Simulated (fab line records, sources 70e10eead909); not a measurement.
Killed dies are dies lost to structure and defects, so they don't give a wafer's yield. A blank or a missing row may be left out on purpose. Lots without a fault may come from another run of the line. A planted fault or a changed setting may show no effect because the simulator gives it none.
One fault seen from 2 desks | flow nand_harc | each desk has only its own numbers; what lay behind them comes last

THE TOOL OWNER'S DESK: cmp-01
The tool's own readings at NHARC_P_M1_CMP_23 (polishes, t overpolish 20 s, target thk 157.82 nm): means of the sampled wafers that have a number, for each lot that ran on this tool. A lot is out of limits, marked OUT, if its mean lies more than 4 standard deviations from the usual mean; the brackets give that distance.
Columns: A = edge_zone_pressure_frac at NHARC_P_M1_CMP_23, usual 1.000; B = motor_current_A at NHARC_P_M1_CMP_23, usual 12.2 A; C = pad_life_wafers at NHARC_P_M1_CMP_23, usual 262; D = time_to_endpoint_s at NHARC_P_M1_CMP_23, usual 28.4 s
lot  | first seen here | A     | B    | C   | D
L105 | day 6 13:04     | 0.999 | 11.8 | 308 | 29.3
L124 | day 11 12:03    | 1.001 | 12.0 | 422 | 24.8
This desk's finding: nothing out of limits on any of the 2 lots.

THE METROLOGY DESK
What the gauges read, lot by lot, whatever tool the lot ran on: means of the sampled wafers that have a number. A lot is out of limits, marked OUT, if its mean lies more than 4 standard deviations from the usual mean; the brackets give that distance.
Columns: A = overlay_x_nm at NHARC_P_M1_OVL_MEAS_10, usual 0.2 nm; B = overlay_y_nm at NHARC_P_M1_OVL_MEAS_10, usual 0.2 nm; C = thk_nm at NHARC_P_M1_THK_MEAS_24, usual 157.7 nm
lot  | first seen here | A    | B    | C
L104 | day 6 09:50     | 1.3  | 0.5  | 157.3
L105 | day 6 10:49     | -0.4 | 1.5  | 157.6
L111 | day 8 05:34     | 0.7  | 0.9  | 157.2
L114 | day 9 02:41     | -0.9 | -1.6 | 157.6
L115 | day 9 12:39     | -0.4 | 1.1  | 407.1 (+99 or more) OUT
L116 | day 9 12:58     | 1.0  | 0.4  | 406.0 (+99 or more) OUT
L122 | day 10 14:05    | 0.5  | 0.4  | 157.6
L123 | day 10 14:45    | 1.0  | -0.1 | 157.5
L120 | day 10 15:40    | 0.8  | -0.0 | 157.1
L125 | day 11 09:08    | 0.0  | -0.4 | 159.7
L124 | day 11 09:50    | 1.0  | -0.4 | 157.9
L126 | day 11 13:59    | 0.4  | -0.6 | 157.9
This desk's finding: out of limits on L115, L116; first on L115, day 9 15:10 (thk_nm at NHARC_P_M1_THK_MEAS_24). In limits: L104, L105, L111, L114, L122, L123, L120, L125, L124, L126.

PUT TOGETHER
The metrology desk could have raised an alarm at day 9 15:10, on L115, L116.
The tool owner's desk saw nothing out of limits.
The tool owner's desk has no number on record for L115, L116.
Of the lots named, all ran NHARC_P_M1_CMP_23 on cmp-01.

WHAT THE SIMULATOR HAD PUT IN
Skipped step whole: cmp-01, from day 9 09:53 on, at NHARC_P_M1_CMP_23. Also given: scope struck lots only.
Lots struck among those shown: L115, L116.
Hours from the fault's start to each desk's first reading out of limits: the metrology desk, 5.
